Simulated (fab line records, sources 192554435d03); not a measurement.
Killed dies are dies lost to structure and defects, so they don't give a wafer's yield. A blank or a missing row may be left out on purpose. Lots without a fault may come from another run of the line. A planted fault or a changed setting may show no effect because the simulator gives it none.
Chamber matching | flow n5_finfet | N5_MOL_CONTACT_COAG_ALD_123 on ald_sin-01: 4 sister chambers
The step deposits SiNx, target thk 5 nm, pulse time 1 s, purge time 2 s. 8 wafers are shown with their chamber, then 8 later ones without.

WAFERS WITH THEIR CHAMBER
wafer  | chamber | heater_power_w (W) | chamber_pressure_Torr (Torr)
L082.2 | 2       | 838                | 2.001
L084.1 | 3       | 898                | 2.000
L084.5 | 1       | 801                | 2.010
L084.6 | 0       | 815                | 2.000
L087.2 | 0       | 832                | 2.000
L087.5 | 2       | 863                | 1.994
L087.6 | 3       | 860                | 2.002
L089.1 | 1       | 780                | 2.004

WAFERS WITHOUT THEIR CHAMBER
wafer  | heater_power_w (W) | chamber_pressure_Torr (Torr)
L089.3 | 861                | 2.003
L089.6 | 823                | 1.991
L090.1 | 860                | 2.007
L090.3 | 855                | 2.007
L090.5 | 870                | 1.998
L095.1 | 831                | 2.004
L095.4 | 800                | 2.004
L095.6 | 810                | 1.998

WHICH CHAMBER EACH WENT THROUGH
wafer  | from the rows above               | in truth
L089.3 | can't be placed: 3 or 2 or 0      | 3
L089.6 | can't be placed: 2 or 0 or 3      | 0
L090.1 | can't be placed: 3 or 0 or 2 or 1 | 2
L090.3 | can't be placed: 3 or 0 or 2 or 1 | 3
L090.5 | can't be placed: 3 or 2 or 0      | 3
L095.1 | can't be placed: 0 or 2 or 1 or 3 | 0
L095.4 | can't be placed: 1 or 0           | 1
L095.6 | can't be placed: 0 or 2 or 1      | 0
Placed correctly: 0 of 8. Can't be placed from these rows: 8 (the true chamber is among the candidates in 8). Placed wrongly: 0.
How it was worked out, from the rows above alone: a wafer's distance from a chamber is the root of the sum, over the readings, of the square of ((its reading less the chamber's mean) divided by the reading's scatter). The wafer belongs to the nearest chamber; if the next one is less than 2 further off, it can't be placed. A chamber's mean is the mean of its shown wafers. The scatter: the root of (the sum of the squares of (reading less its chamber's mean) over the shown wafers, divided by (wafers less chambers)).
